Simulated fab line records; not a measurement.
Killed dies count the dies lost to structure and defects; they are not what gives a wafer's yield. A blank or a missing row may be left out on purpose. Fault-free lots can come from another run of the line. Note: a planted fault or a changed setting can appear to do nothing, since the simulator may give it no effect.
Matching of chambers | flow n5-finfet | 4 sister chambers for N5_MOL_CONTACT_COAG_ETCH_89 on rie-diel-03
The step etches underlayer in N2/H2, target depth 13 nm, time 10.4 s. 8 wafers are shown with their chamber, then 12 later ones without.

WAFERS, EACH WITH ITS CHAMBER
wafer  | chamber | showerhead-plenum-p-Torr (Torr) | drypump-motor-current-A (A)
L080.2 | 1       | 2.45                            | 5.83
L087.6 | 0       | 2.50                            | 5.54
L088.2 | 2       | 2.64                            | 6.01
L088.5 | 3       | 2.42                            | 5.67
L088.6 | 2       | 2.64                            | 5.97
L091.3 | 1       | 2.44                            | 5.77
L091.4 | 0       | 2.49                            | 5.55
L091.5 | 3       | 2.42                            | 5.64

WAFERS MISSING THEIR CHAMBER
wafer  | showerhead-plenum-p-Torr (Torr) | drypump-motor-current-A (A)
L092.1 | 2.44                            | 5.79
L092.2 | 2.63                            | 6.00
L092.3 | 2.42                            | 5.66
L092.4 | 2.49                            | 5.53
L092.5 | 2.63                            | 5.94
L092.6 | 2.42                            | 5.69
L094.2 | 2.44                            | 5.77
L094.3 | 2.42                            | 5.65
L094.4 | 2.63                            | 5.95
L095.1 | 2.49                            | 5.54
L095.2 | 2.63                            | 5.98
L095.6 | 2.41                            | 5.68

CHAMBER TAKEN BY EACH
wafer  | from the rows above | in truth
L092.1 | 1                   | 1
L092.2 | 2                   | 2
L092.3 | 3                   | 3
L092.4 | 0                   | 0
L092.5 | 2                   | 2
L092.6 | 3                   | 3
L094.2 | 1                   | 1
L094.3 | 3                   | 3
L094.4 | 2                   | 2
L095.1 | 0                   | 0
L095.2 | 2                   | 2
L095.6 | 3                   | 3
Placed correctly: 12 of 12. Not placeable from these rows: 0. Number placed wrongly: 0.
How it was worked out, from the rows above alone: a wafer's distance from a chamber is the root of the sum, over the readings, of the square of ((its reading less the chamber's mean) divided by the reading's scatter). If the next closest chamber is less than 2 further off than the closest, the wafer can't be placed; otherwise it belongs to the closest. A chamber's mean is the mean of its shown wafers. The scatter is the square root of a quotient: the sum, over the shown wafers, of each reading's squared deviation from its chamber's mean, divided by wafers minus chambers.
